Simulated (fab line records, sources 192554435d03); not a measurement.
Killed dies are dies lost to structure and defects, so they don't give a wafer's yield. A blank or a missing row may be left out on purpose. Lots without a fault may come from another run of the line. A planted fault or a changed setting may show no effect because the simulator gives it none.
Split-lot experiment | flow n5_finfet | 7 lots, 39 wafers read, on a route of 1938 steps

THE SPLIT
At N5_SD_EPI_N_ETCH_35 (etches SOC in N2/H2, overetch 108 nm, time 486 s), the setting source_w was moved away from the recipe's 3000 W on 15 of the 39 wafers read, by -13.0% to +17.3%. The other wafers ran this setting at the recipe's value.

The reading is taken at the split's own step.

THE READING
rf_vpp_V, in V, at N5_SD_EPI_N_ETCH_35 (etches SOC in N2/H2, overetch 108 nm, time 486 s). Fault-free wafers of this fab line usually give 240.8 V, standard deviation 1.2 V.

wafer  | tool, chamber at the split | source_w as run, W | against the recipe | rf_vpp_V, V | against lot-mates on the recipe
L075.1 | rie_diel-04, 0             | 3224               | +7.5%              | 233.5       | -7.3
L075.2 | rie_diel-04, 3             | 3000               | recipe             | 240.4       | -
L075.3 | rie_diel-04, 1             | 3000               | recipe             | 239.5       | -
L075.4 | rie_diel-04, 2             | 3000               | recipe             | 242.4       | -
L075.5 | rie_diel-04, 1             | 3224               | +7.5%              | 234.3       | -6.5
L075.6 | rie_diel-04, 0             | 3224               | +7.5%              | 233.6       | -7.2
L077.1 | rie_diel-04, 0             | 3419               | +14.0%             | 229.5       | -12.3
L077.2 | rie_diel-04, 2             | 3000               | recipe             | 240.8       | -
L077.3 | rie_diel-04, 1             | 3419               | +14.0%             | 229.6       | -12.2
L077.4 | rie_diel-04, 3             | 3000               | recipe             | 242.8       | -
L077.5 | rie_diel-04, 0             | 3419               | +14.0%             | 230.8       | -11.0
L077.6 | rie_diel-04, 3             | 3000               | recipe             | 241.8       | -
L081.1 | rie_diel-04, 2             | 3000               | recipe             | 242.6       | -
L081.2 | rie_diel-04, 3             | 3000               | recipe             | 243.6       | -
L081.3 | rie_diel-04, 1             | 3000               | recipe             | 239.3       | -
L081.4 | rie_diel-04, 0             | 3000               | recipe             | 240.8       | -
L081.5 | rie_diel-04, 0             | 3000               | recipe             | 240.5       | -
L081.6 | rie_diel-04, 3             | 3000               | recipe             | 241.9       | -
L082.1 | rie_diel-03, 0             | 3000               | recipe             | 240.5       | -
L082.2 | rie_diel-03, 2             | 2610               | -13.0%             | 254.1       | +13.7
L082.3 | rie_diel-03, 1             | 2610               | -13.0%             | 252.2       | +11.8
L082.4 | rie_diel-03, 2             | 3000               | recipe             | 241.4       | -
L082.5 | rie_diel-03, 0             | 2610               | -13.0%             | 251.7       | +11.3
L082.6 | rie_diel-03, 1             | 3000               | recipe             | 239.2       | -
L090.1 | rie_diel-03, 0             | 3000               | recipe             | 242.0       | -
L090.2 | rie_diel-03, 3             | 3000               | recipe             | 239.5       | -
L090.6 | rie_diel-03, 3             | 3000               | recipe             | 239.9       | -
L094.1 | rie_diel-01, 0             | 3000               | recipe             | 237.7       | -
L094.2 | rie_diel-01, 1             | 3518               | +17.3%             | 229.7       | -11.0
L094.3 | rie_diel-01, 2             | 3000               | recipe             | 241.4       | -
L094.4 | rie_diel-01, 3             | 3518               | +17.3%             | 227.0       | -13.7
L094.5 | rie_diel-01, 1             | 3000               | recipe             | 243.0       | -
L094.6 | rie_diel-01, 2             | 3518               | +17.3%             | 228.3       | -12.4
L095.1 | rie_diel-04, 3             | 3000               | recipe             | 242.1       | -
L095.2 | rie_diel-04, 0             | 3000               | recipe             | 239.8       | -
L095.3 | rie_diel-04, 2             | 3444               | +14.8%             | 230.7       | -10.3
L095.4 | rie_diel-04, 3             | 3444               | +14.8%             | 231.0       | -10.0
L095.5 | rie_diel-04, 0             | 3000               | recipe             | 241.0       | -
L095.6 | rie_diel-04, 2             | 3444               | +14.8%             | 229.7       | -11.3

THE FIT
A straight line over all 39 wafers: rf_vpp_V changes by -0.791 V for each +1% of source_w; r = -0.98; the points scatter about the line by 1.4 V.
The same after taking each lot's own level away (the mean of its wafers on the recipe; 39 wafers): -0.807 V for each +1%; r = -0.98; scatter 1.4 V.
On that fit, the largest move of source_w shifts the reading by 14 V.
The lots' own levels span 240.37 to 241.80 V, that is 1.2 times the standard deviation above.
So the lot-to-lot level changes the slope little: the two slopes agree.
Check: with one of the wafers moved furthest among these (+17.3%) left out of the fit, the line predicts -14 V for it against its lot-mates. It came out at -11 V against them.
Tool readings at the split's step, against how far the setting was moved: rf_vpp_V r = -0.98.

THE FILE'S OWN FIT
rf_vpp_V changes by -0.796 V for each +1% of source_w, r = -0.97.
